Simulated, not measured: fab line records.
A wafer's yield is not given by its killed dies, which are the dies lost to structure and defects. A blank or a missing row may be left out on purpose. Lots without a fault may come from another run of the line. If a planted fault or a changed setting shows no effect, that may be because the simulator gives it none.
Which tool was responsible?	flow nand_harc	11 lots, 32 wafers sampled, at 5 steps of a route of 1159

## WHAT EACH GAUGE READ, for each wafer
NHARC_END_SORT_01. Usual: defect_limited_yield 95.4 %, standard deviation 1.4; killed_at_array 27, standard deviation 9.3; killed_at_other 0.9, standard deviation 1.3; killed_at_periphery 3.6, standard deviation 2.7; killed_dies 31, standard deviation 9.7; killed_open 3.3, standard deviation 1.8; killed_short 2.0, standard deviation 1.5; sort_bin_2_pct 1.4 %, standard deviation 0.63; sort_bin_3_pct 0.25 %, standard deviation 0.21; sort_bin_4_pct 2.9 %, standard deviation 0.93; sort_n_pass 646, standard deviation 9.7; sort_rim_yield_pct 95 %, standard deviation 3.1; sort_yield_pct 95.4 %, standard deviation 1.4.
lot	measured	on	defect_limited_yield (%)	killed_at_array	killed_at_other	killed_at_periphery	killed_dies	killed_open	killed_short	sort_bin_2_pct (%)	sort_bin_3_pct (%)	sort_bin_4_pct (%)	sort_n_pass	sort_rim_yield_pct (%)	sort_yield_pct (%)	flag
L258	day 21 08:33	prober-01	95.7 94.8 95.0	25 24 26	2 4 0	2 7 8	29 35 34	1 3 3	0 0 2	0.7 1.6 1.9	0.15 0.59 0.15	3.4 3.0 3.0	648 642 643	95 95 97	95.7 94.8 95.0	
L262	day 23 04:49	prober-01	96.6 96.8	18 17	0 2	5 3	23 22	3 3	3 2	0.3 0.7	0.44 0.15	2.7 2.4	654 655	94 97	96.6 96.8	

## EACH LOT AND THE TOOL THAT RAN IT (in order: tool; ch and the chambers of the sampled wafers; start)
lot	NHARC_P_M1_DEP_33	NHARC_P_M2_PVD_20	NHARC_P_BONDPAD_ETCH_12	NHARC_P_BONDPAD_ETCH_24
L248	pecvd-04 ch 0,1,2, day 6 05:11	pvd_sputter-01, day 6 12:38 or earlier	rie_diel-13 ch 0,2, day 6 12:38 or earlier	rie_diel-13 ch 0,2,3, day 6 12:38
L250	pecvd-03 ch 0,1,2, day 6 08:58	pvd_sputter-01, day 6 15:20 or earlier	rie_diel-02 ch 0,1, day 6 15:20 or earlier	rie_diel-02 ch 0,1,2, day 6 15:20
L251	pecvd-02 ch 0,1,2, day 7 03:03	pvd_sputter-01, day 7 09:31 or earlier	rie_diel-13 ch 0,2,3, day 7 09:31 or earlier	rie_diel-01 ch 1,2,3, day 7 09:31
L253	pecvd-04 ch 1,2, day 7 05:09	pvd_sputter-01, day 7 11:37 or earlier	rie_diel-01 ch 0,1,3, day 7 11:37 or earlier	rie_diel-13 ch 0,2,3, day 7 11:37
L255	pecvd-02 ch 0,2, day 8 01:03	pvd_sputter-03, day 8 07:41 or earlier	rie_diel-02 ch 0,1,3, day 8 07:41 or earlier	rie_diel-02 ch 0,2,3, day 8 07:41
L257	pecvd-02 ch 0,2, day 8 05:29	pvd_sputter-03, day 8 12:01 or earlier	rie_diel-02 ch 0,1,3, day 8 12:01 or earlier	rie_diel-02 ch 1,3, day 8 12:01
L256	pecvd-04 ch 0,1,2, day 8 06:05	pvd_sputter-03, day 8 12:35 or earlier	rie_diel-13 ch 0,1,2, day 8 12:35 or earlier	rie_diel-02 ch 0,1,3, day 8 12:35
L258	pecvd-02 ch 0,2, day 8 12:59	pvd_sputter-01, day 8 19:23 or earlier	rie_diel-02 ch 0,1,2, day 8 19:23 or earlier	rie_diel-13 ch 0,1,3, day 8 19:23
L262	pecvd-04 ch 1,2, day 10 04:59	pvd_sputter-01, day 10 11:37 or earlier	rie_diel-02 ch 0,1, day 10 11:37 or earlier	rie_diel-02 ch 1,2, day 10 11:37
L268	pecvd-04 ch 0,1, day 11 00:50	pvd_sputter-02, day 11 07:31 or earlier	rie_diel-01 ch 0,2,3, day 11 07:31 or earlier	rie_diel-01 ch 0,1,3, day 11 07:31
L269	pecvd-03 ch 1,2, day 11 08:46	pvd_sputter-02, day 11 15:32 or earlier	rie_diel-02 ch 0,1,2, day 11 15:32 or earlier	rie_diel-01 ch 0,1,2, day 11 15:32
- NHARC_P_M1_DEP_33: deposits SiCN, target thk 30 nm.
- NHARC_P_M2_PVD_20: deposits TaN, target thk 5 nm, time 8.06 s.
- NHARC_P_BONDPAD_ETCH_12: etches the open film in CHF3/O2, target depth 200 nm, time 100 s.
- NHARC_P_BONDPAD_ETCH_24: etches the open film in CF4/N2, target depth 30 nm, time 72.99 s.

## WHAT THE TOOLS THEMSELVES READ (means of the sampled wafers that have a number; where no wafer has one, the mark that the record gives instead)
NHARC_P_M1_DEP_33. Usual: heater_power_w reads 531 W (standard deviation 71).
lot	tool	heater_power_w (W)	flag
L248	pecvd-04	510	
L250	pecvd-03	522	
L251	pecvd-02	511	
L253	pecvd-04	537	
L255	pecvd-02	591	
L257	pecvd-02	486	
L256	pecvd-04	528	
L258	pecvd-02	519	
L262	pecvd-04	569	
L268	pecvd-04	519	
L269	pecvd-03	568	

NHARC_P_M2_PVD_20. Usual: chamber_pressure_pa 0.12001 Pa, standard deviation 0.00023; throttle_valve_pct 29.6 %, standard deviation 1.4.
lot	tool	chamber_pressure_pa (Pa)	throttle_valve_pct (%)	flag
L248	pvd_sputter-01	0.11984	30.2	
L250	pvd_sputter-01	0.12000	30.2	
L251	pvd_sputter-01	0.12039	29.6	
L253	pvd_sputter-01	0.11993	28.6	
L255	pvd_sputter-03	0.12025	29.8	
L257	pvd_sputter-03	0.12009	29.9	
L256	pvd_sputter-03	0.12032	29.1	
L258	pvd_sputter-01	0.12000	30.0	
L262	pvd_sputter-01	0.12005	28.0	
L268	pvd_sputter-02	0.12009	31.3	
L269	pvd_sputter-02	0.11986	30.9	

NHARC_P_BONDPAD_ETCH_12. Usual: drypump_motor_current_A 5.9 A, standard deviation 0.37; oes_product_au 0.942 a.u., standard deviation 0.022; rf_vpp_V 370.0 V, standard deviation 2.3; run_length_s 121.3 s, standard deviation 0.62; showerhead_plenum_p_Torr 2.37 Torr, standard deviation 0.1; throttle_valve_pct 20.572 %, standard deviation 0.0096.
lot	tool	drypump_motor_current_A (A)	oes_product_au (a.u.)	rf_vpp_V (V)	run_length_s (s)	showerhead_plenum_p_Torr (Torr)	throttle_valve_pct (%)	flag
L248	rie_diel-13	5.3	0.935	369.6	120.9	2.36	20.573	
L250	rie_diel-02	5.7	0.921	369.1	121.1	2.33	20.564	
L251	rie_diel-13	5.8	0.942	369.2	121.1	2.34	20.565	
L253	rie_diel-01	5.7	0.965	370.1	120.8	2.37	20.565	
L255	rie_diel-02	5.8	0.962	370.1	121.6	2.40	20.576	
L257	rie_diel-02	5.8	0.925	370.8	121.6	2.40	20.571	
L256	rie_diel-13	5.8	0.974	371.1	121.2	2.42	20.573	
L258	rie_diel-02	6.0	0.922	368.9	120.8	2.32	20.581	
L262	rie_diel-02	5.8	0.931	368.6	121.3	2.33	20.560	
L268	rie_diel-01	5.8	0.925	369.7	120.9	2.34	20.571	
L269	rie_diel-02	5.9	0.921	368.4	120.9	2.32	20.568	

NHARC_P_BONDPAD_ETCH_24. Usual: drypump_motor_current_A 5.9 A, standard deviation 0.35; oes_product_au 0.997 a.u., standard deviation 0.009; rf_vpp_V 313.3 V, standard deviation 1.9; run_length_s 94.3 s, standard deviation 0.56; showerhead_plenum_p_Torr 2.58 Torr, standard deviation 0.11; throttle_valve_pct 19.794 %, standard deviation 0.0088.
lot	tool	drypump_motor_current_A (A)	oes_product_au (a.u.)	rf_vpp_V (V)	run_length_s (s)	showerhead_plenum_p_Torr (Torr)	throttle_valve_pct (%)	flag
L248	rie_diel-13	5.8	0.996	312.5	94.1	2.56	19.795	
L250	rie_diel-02	5.9	0.999	312.5	94.0	2.54	19.790	
L251	rie_diel-01	5.8	0.992	312.8	94.3	2.53	19.793	
L253	rie_diel-13	5.8	0.997	312.6	94.1	2.56	19.803	
L255	rie_diel-02	5.9	1.005	313.2	94.0	2.62	19.793	
L257	rie_diel-02	5.9	0.987	315.7	94.9	2.70	19.800	
L256	rie_diel-02	5.8	0.993	314.0	94.4	2.62	19.791	
L258	rie_diel-13	5.9	1.000	313.4	94.1	2.56	19.791	
L262	rie_diel-02	6.2	1.004	311.1	114.9	2.52	19.793	OFF
L268	rie_diel-01	5.7	0.998	313.2	93.9	2.57	19.798	
L269	rie_diel-01	6.0	0.989	314.3	94.1	2.59	19.791	

## THE ANSWER, worked out from the rows above alone
Rule: take the mean of a lot's wafers that have a number; if it is more than 3 standard deviations from the usual mean, the lot is off. Also off: a lot with no number at a reading for which 4 or more lots have one. Any other lot the step has rows for is counted as sound. First the gauges in route order, then the tools' own readings, where a lot's mean is used as printed above. At the first step where some lot is off, the reading lying furthest off is the one used; lots without a number count as furthest.
Off, at NHARC_P_BONDPAD_ETCH_24 on run_length_s: L262.
A tool fits if, at that step or a process step before it, it ran every lot that is off, and no sound lot after the first of them. NHARC_P_M2_PVD_20: start missing for some lots; hours and lot order therefore follow NHARC_P_BONDPAD_ETCH_24. NHARC_P_BONDPAD_ETCH_12: start missing for some lots; hours and lot order therefore follow NHARC_P_BONDPAD_ETCH_24. Can't be told from this: 2 tools fit, pvd_sputter-01 at NHARC_P_M2_PVD_20, rie_diel-02 at NHARC_P_BONDPAD_ETCH_24.

## WHAT THE SIMULATOR PUT IN
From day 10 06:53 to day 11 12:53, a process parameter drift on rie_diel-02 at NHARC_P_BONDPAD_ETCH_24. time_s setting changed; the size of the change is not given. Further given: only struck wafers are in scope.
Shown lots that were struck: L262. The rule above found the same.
